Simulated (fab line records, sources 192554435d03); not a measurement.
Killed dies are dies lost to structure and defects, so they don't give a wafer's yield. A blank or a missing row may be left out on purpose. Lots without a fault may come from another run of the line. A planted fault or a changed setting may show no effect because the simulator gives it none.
Chamber matching | flow n5_finfet | N5_BEOL_M5_ETCH_62 on rie_diel-03: 4 sister chambers
The step etches SOC in N2/H2, target depth 75 nm, overetch 15 nm, time 112.5 s. 8 wafers are shown with their chamber, then 8 later ones without.

WAFERS WITH THEIR CHAMBER
wafer  | chamber | drypump_motor_current_A (A) | oes_product_au (a.u.)
L082.2 | 3       | 5.4                         | 0.55
L089.1 | 3       | 5.4                         | 0.55
L089.3 | 0       | 5.5                         | 0.62
L089.6 | 2       | 4.8                         | 0.72
L092.1 | 0       | 5.5                         | 0.61
L092.2 | 2       | 4.8                         | 0.70
L092.3 | 1       | 5.4                         | 0.62
L093.1 | 1       | 5.5                         | 0.61

WAFERS WITHOUT THEIR CHAMBER
wafer  | drypump_motor_current_A (A) | oes_product_au (a.u.)
L093.2 | 5.6                         | 0.60
L093.4 | 4.9                         | 0.69
L094.2 | 5.5                         | 0.62
L094.4 | 5.4                         | 0.62
L094.6 | 5.5                         | 0.62
L095.1 | 4.8                         | 0.68
L095.4 | 5.5                         | 0.61
L095.6 | 5.3                         | 0.54

WHICH CHAMBER EACH WENT THROUGH
wafer  | from the rows above     | in truth
L093.2 | can't be placed: 0 or 1 | 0
L093.4 | 2                       | 2
L094.2 | can't be placed: 0 or 1 | 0
L094.4 | can't be placed: 1 or 0 | 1
L094.6 | can't be placed: 0 or 1 | 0
L095.1 | 2                       | 2
L095.4 | can't be placed: 0 or 1 | 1
L095.6 | 3                       | 3
Placed correctly: 3 of 8. Can't be placed from these rows: 5 (the true chamber is among the candidates in 5). Placed wrongly: 0.
How it was worked out, from the rows above alone: a wafer's distance from a chamber is the root of the sum, over the readings, of the square of ((its reading less the chamber's mean) divided by the reading's scatter). The wafer belongs to the nearest chamber; if the next one is less than 2 further off, it can't be placed. A chamber's mean is the mean of its shown wafers. The scatter: the root of (the sum of the squares of (reading less its chamber's mean) over the shown wafers, divided by (wafers less chambers)).
